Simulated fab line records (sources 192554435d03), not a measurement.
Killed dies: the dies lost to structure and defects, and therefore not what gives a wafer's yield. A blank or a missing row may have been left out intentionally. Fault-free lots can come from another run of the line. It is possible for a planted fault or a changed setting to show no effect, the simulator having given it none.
Lot-split experiment    flow n5Finfet    21 wafers read from 7 lots, route of 1938 steps

ON THE SPLIT
At N5_BEOL_M15_PEB_26 (peb time 90 s), the setting pebTempC was moved away from the recipe's 130 C on 7 of the 21 wafers read, by -2.8% to +0.9%. All remaining wafers had this setting at the recipe value.

FROM THE SPLIT TO THE READING: what the file shows between them, 2 steps
- N5_BEOL_M15_DEVELOP_27: develop time 45 s
- N5_BEOL_M15_HARDBAKE_32: time 120 s

THE READING
Shown in nm: cdNm at N5_BEOL_M15_CD_MEAS_28, with target cd 407.6 nm. On this fab line, fault-free wafers typically give 408.1 nm with a standard deviation of 1.8 nm.

wafer   tool, chamber at the split  pebTempC as run, C  against the recipe  cdNm, nm  against lot-mates on the recipe
L080.1  lithoTrack-01, 0            130                 recipe              407.5     -
L080.3  lithoTrack-01, 0            131.2               +0.9%               413.1     +5.6
L080.5  lithoTrack-01, 0            131.2               +0.9%               414.5     +7.0
L079.1  lithoTrack-03, 0            130                 recipe              408.0     -
L079.2  lithoTrack-03, 0            130                 recipe              408.5     -
L079.5  lithoTrack-03, 0            128.3               -1.3%               403.9     -4.4
L084.2  lithoTrack-01, 0            130                 recipe              405.2     -
L084.3  lithoTrack-01, 0            126.4               -2.8%               386.1     -18.5
L084.4  lithoTrack-01, 0            130                 recipe              404.0     -
L088.1  lithoTrack-03, 0            130                 recipe              405.6     -
L088.3  lithoTrack-03, 0            130                 recipe              406.2     -
L088.4  lithoTrack-03, 0            130                 recipe              405.9     -
L091.3  lithoTrack-05, 0            130                 recipe              410.0     -
L091.4  lithoTrack-05, 0            131.2               +0.9%               413.4     +3.4
L091.6  lithoTrack-05, 0            131.2               +0.9%               412.1     +2.1
L089.2  lithoTrack-03, 0            130                 recipe              405.7     -
L089.3  lithoTrack-03, 0            130                 recipe              407.7     -
L089.6  lithoTrack-03, 0            128                 -1.5%               396.4     -10.3
L096.1  lithoTrack-01, 0            130                 recipe              405.1     -
L096.3  lithoTrack-01, 0            130                 recipe              408.7     -
L096.4  lithoTrack-01, 0            130                 recipe              406.7     -

THE FIT
A straight line over all 21 wafers: cdNm changes by +6.69 nm for each +1% of pebTempC; r = +0.95; the points scatter about the line by 2 nm.
The same after taking each lot's own level away (the mean of its wafers on the recipe; 21 wafers): +5.88 nm for each +1%; r = +0.96; scatter 1.5 nm.
Per that fit: largest pebTempC move, reading shift of 16 nm.
From 404.60 to 410.00 nm: that is the span of the lots' own levels, equal to 3.0 times the standard deviation above.
Thus the slope moves with the lot-to-lot level: the two fits are different.
Check: with one of the wafers moved furthest among these (-2.8%) left out of the fit, the line predicts -14.2 nm for it against its lot-mates. It came out at -18.5 nm against them.

THE OTHER SPLITS THESE WAFERS WENT THROUGH
Before the reading, these wafers also passed through other splits. Each is held against what the fit with the lots' levels taken away leaves over:
other split on the same wafers    wafers away from the commonest value  r with cdNm (lot level and that fit taken away)
N5_BEOL_M12_COAT_04 spinRpm       5                                     +0.27
N5_BEOL_M12_DESCUM_15 timeS       11                                    -0.22
N5_BEOL_M14_TRENCH_ETCH_34 timeS  8                                     +0.09
N5_BEOL_M15_COAT_22 spinRpm       8                                     +0.29

THE WHOLE CHAIN: every reading that the file lists as answering this split, in the file's order
step                        what it does                                                   reading                                                         change (the file's fit)               r (the file's)
N5_BEOL_M15_CD_MEAS_28      target cd 407.6 nm                                             cdNm                                                            +6.03 nm for each +1% of the setting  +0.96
N5_BEOL_M15_DESCUM_33       chemistry O2, time 7.9 s                                       BEOL_M15.cdNm (the simulator's own value, which no gauge read)  +6.08 nm for each +1% of the setting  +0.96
N5_BEOL_M15_TRENCH_ETCH_34  etches SiO2 in C4F8/O2/Ar, target depth 872.93 nm, time 199 s  BEOL_M15.cdNm (the simulator's own value, which no gauge read)  +6.25 nm for each +1% of the setting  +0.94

FILE'S OWN FIT
cdNm changes by +6.03 nm for each +1% of pebTempC, r = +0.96.
